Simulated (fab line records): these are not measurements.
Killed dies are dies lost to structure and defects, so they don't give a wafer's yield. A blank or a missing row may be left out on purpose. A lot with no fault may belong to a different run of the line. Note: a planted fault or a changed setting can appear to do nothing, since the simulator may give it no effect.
Split-lot study    flow n5 finfet    21 wafers read across 7 lots, on a route 1938 steps long

== THE SPLIT ==
At N5_BEOL_M13_ETCH_68 (etches SOC in N2/H2, time 355 s), the setting time s was moved away from the recipe's 355 s on 4 of the 21 wafers read, by -9.3% to +12.9%. All remaining wafers had this setting at the recipe value.

The reading is taken at the split's own step.

== THE READING ==
SiARC_of_BEOL_M13_COAT_66.thk nm (the simulator's own value, which no gauge read), in nm, at N5_BEOL_M13_ETCH_68 (etches SOC in N2/H2, time 355 s). No usual value for it is given in the file. Here, 17 wafers ran the recipe; their average is 77.1 nm with a standard deviation of 0.41 nm.

wafer   tool, chamber at the split  time s as run, s  against the recipe  SiARC_of_BEOL_M13_COAT_66.thk nm, nm  against lot-mates on the recipe
L074.3  rie diel-06, 0              355               recipe              76.4                                  -
L074.4  rie diel-06, 1              355               recipe              77.2                                  -
L074.6  rie diel-06, 3              355               recipe              77.4                                  -
L078.1  rie diel-04, 2              355               recipe              77.4                                  -
L078.3  rie diel-04, 1,3            355               recipe              76.8                                  -
L078.4  rie diel-04, 1,3            355               recipe              76.8                                  -
L080.1  rie diel-06, 1              355               recipe              77.6                                  -
L080.3  rie diel-06, 3              355               recipe              78                                    -
L080.5  rie diel-06, 0              355               recipe              76.4                                  -
L082.1  rie diel-04, 3              355               recipe              76.8                                  -
L082.3  rie diel-04, 2              355               recipe              77.4                                  -
L082.6  rie diel-04, 2              355               recipe              77.4                                  -
L086.1  rie diel-01, 0              355               recipe              77.4                                  -
L086.2  rie diel-01, 1,2            376.7             +6.1%               75.6                                  -1.8
L086.3  rie diel-01, 1,2            376.7             +6.1%               75.6                                  -1.8
L090.3  rie diel-01, 3              400.9             +12.9%              72.4                                  -4.6
L090.4  rie diel-01, 1              355               recipe              76.8                                  -
L090.6  rie diel-01, 1              355               recipe              77.2                                  -
L097.1  rie diel-04, 3,0            355               recipe              77.2                                  -
L097.2  rie diel-04, 3,0            355               recipe              77.2                                  -
L097.3  rie diel-04, 1              321.9             -9.3%               80.4                                  +3.2
When a row names more than one chamber, that row covers several wafers, and the file does not tell which wafer ran in which chamber.

THE FIT
A straight line over all 21 wafers: SiARC_of_BEOL_M13_COAT_66.thk nm changes by -0.338 nm for each +1% of time s; r = -0.95; the points scatter about the line by 0.43 nm.
The same after taking each lot's own level away (the mean of its wafers on the recipe; 21 wafers): -0.339 nm for each +1%; r = -0.96; scatter 0.38 nm.
According to that fit, moving time s by its largest amount changes the reading by 4.4 nm.
Measured against the standard deviation above, the lots' own levels, which go from 77.00 to 77.40 nm, span 1.0 times it.
The two slopes are in agreement: the lot-to-lot level therefore moves the slope only a little.
Check: -4.13 nm against its lot-mates is what the line predicts for one of the wafers moved furthest among these (+12.9%) when that wafer is left out of the fit. Against them it came out at -4.6 nm.

== OTHER SPLITS APPLIED TO THESE WAFERS ==
Note: prior to the reading, these wafers also went through further splits. Each is held against what the fit with the lots' levels taken away leaves over:
other split on the same wafers    wafers away from the commonest value  r with SiARC_of_BEOL_M13_COAT_66.thk nm (lot level and that fit taken away)
N5_BEOL_M8_EXPOSE_25 dose mj      6                                     -0.08
N5_BEOL_M8_ETCH_66 source w       9                                     +0.12
N5_BEOL_M8_VIA_ETCH_34 source w   7                                     -0.21
N5_BEOL_M8_TRENCH_ETCH_37 bias w  6                                     +0.29
N5_BEOL_M9_TRENCH_ETCH_37 bias w  3                                     +0.29
N5_BEOL_M11_ILD_DEP_00 temp c     8                                     -0.13
N5_BEOL_M11_COAT_63 spin rpm      6                                     -0.02
N5_BEOL_M11_EXPOSE_25 dose mj     7                                     -0.53

== THE FILE'S OWN FIT ==
SiARC_of_BEOL_M13_COAT_66.thk nm changes by -0.344 nm for each +1% of time s, r = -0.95.
